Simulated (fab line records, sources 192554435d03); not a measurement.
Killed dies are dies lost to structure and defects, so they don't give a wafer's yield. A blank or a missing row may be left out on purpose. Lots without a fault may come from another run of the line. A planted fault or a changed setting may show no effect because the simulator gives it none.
Chamber matching | flow n5_finfet | N5_BEOL_M6_ETCH_62 on rie_diel-03: 4 sister chambers
The step etches SOC in N2/H2, target depth 110 nm, overetch 22 nm, time 165 s. 20 wafers are shown with their chamber, then 10 later ones without.

WAFERS WITH THEIR CHAMBER
wafer  | chamber | showerhead_plenum_p_Torr (Torr) | throttle_valve_pct (%) | oes_product_au (a.u.)
L074.1 | 3       | 2.48                            | 17.68                  | 0.75
L074.3 | 0       | 2.45                            | 17.69                  | 0.68
L074.6 | 1       | 2.61                            | 17.85                  | 0.82
L075.1 | 2       | 2.44                            | 17.99                  | 0.62
L075.3 | 0       | 2.45                            | 17.68                  | 0.68
L075.6 | 0       | 2.45                            | 17.70                  | 0.68
L077.2 | 2       | 2.44                            | 18.00                  | 0.62
L077.3 | 1       | 2.60                            | 17.87                  | 0.78
L077.5 | 2       | 2.44                            | 18.01                  | 0.62
L078.1 | 3       | 2.48                            | 17.72                  | 0.73
L078.2 | 1       | 2.60                            | 17.87                  | 0.78
L078.5 | 1       | 2.60                            | 17.84                  | 0.78
L080.1 | 0       | 2.44                            | 17.72                  | 0.67
L080.4 | 2       | 2.44                            | 18.01                  | 0.62
L080.5 | 1       | 2.60                            | 17.89                  | 0.77
L083.2 | 1       | 2.60                            | 17.89                  | 0.77
L083.3 | 2       | 2.43                            | 18.03                  | 0.61
L083.4 | 3       | 2.47                            | 17.74                  | 0.72
L087.1 | 0       | 2.44                            | 17.75                  | 0.66
L087.5 | 2       | 2.43                            | 18.03                  | 0.60

SIGNATURES (means of the wafers above)
reading                  | chamber 0 | chamber 1 | chamber 2 | chamber 3 | scatter within a chamber
showerhead_plenum_p_Torr | 2.4460    | 2.6017    | 2.4367    | 2.4767    | 0.00502
throttle_valve_pct       | 17.7080   | 17.8683   | 18.0117   | 17.7133   | 0.0228
oes_product_au           | 0.6740    | 0.7833    | 0.6150    | 0.7333    | 0.0134
Rule: a wafer's distance from a chamber is the root of the sum, over the readings, of the square of ((its reading less the chamber's mean) divided by the reading's scatter). The wafer belongs to the nearest chamber; if the next one is less than 2 further off, it can't be placed. The scatter: the root of (the sum of the squares of (reading less its chamber's mean) over the shown wafers, divided by (wafers less chambers)).

WAFERS WITHOUT THEIR CHAMBER
wafer  | showerhead_plenum_p_Torr (Torr) | throttle_valve_pct (%) | oes_product_au (a.u.)
L087.6 | 2.59                            | 17.92                  | 0.75
L090.1 | 2.59                            | 17.90                  | 0.74
L090.3 | 2.43                            | 17.76                  | 0.65
L090.4 | 2.43                            | 17.75                  | 0.66
L095.1 | 2.42                            | 18.06                  | 0.59
L095.2 | 2.59                            | 17.93                  | 0.73
L095.6 | 2.43                            | 17.77                  | 0.65
L096.1 | 2.43                            | 17.76                  | 0.64
L096.2 | 2.42                            | 18.08                  | 0.60
L096.5 | 2.42                            | 18.09                  | 0.59

WHICH CHAMBER EACH WENT THROUGH
wafer  | from the rows above | in truth
L087.6 | 1                   | 1
L090.1 | 1                   | 1
L090.3 | 0                   | 0
L090.4 | 0                   | 0
L095.1 | 2                   | 2
L095.2 | 1                   | 1
L095.6 | 0                   | 0
L096.1 | 0                   | 0
L096.2 | 2                   | 2
L096.5 | 2                   | 2
Placed correctly: 10 of 10. Can't be placed from these rows: 0. Placed wrongly: 0.
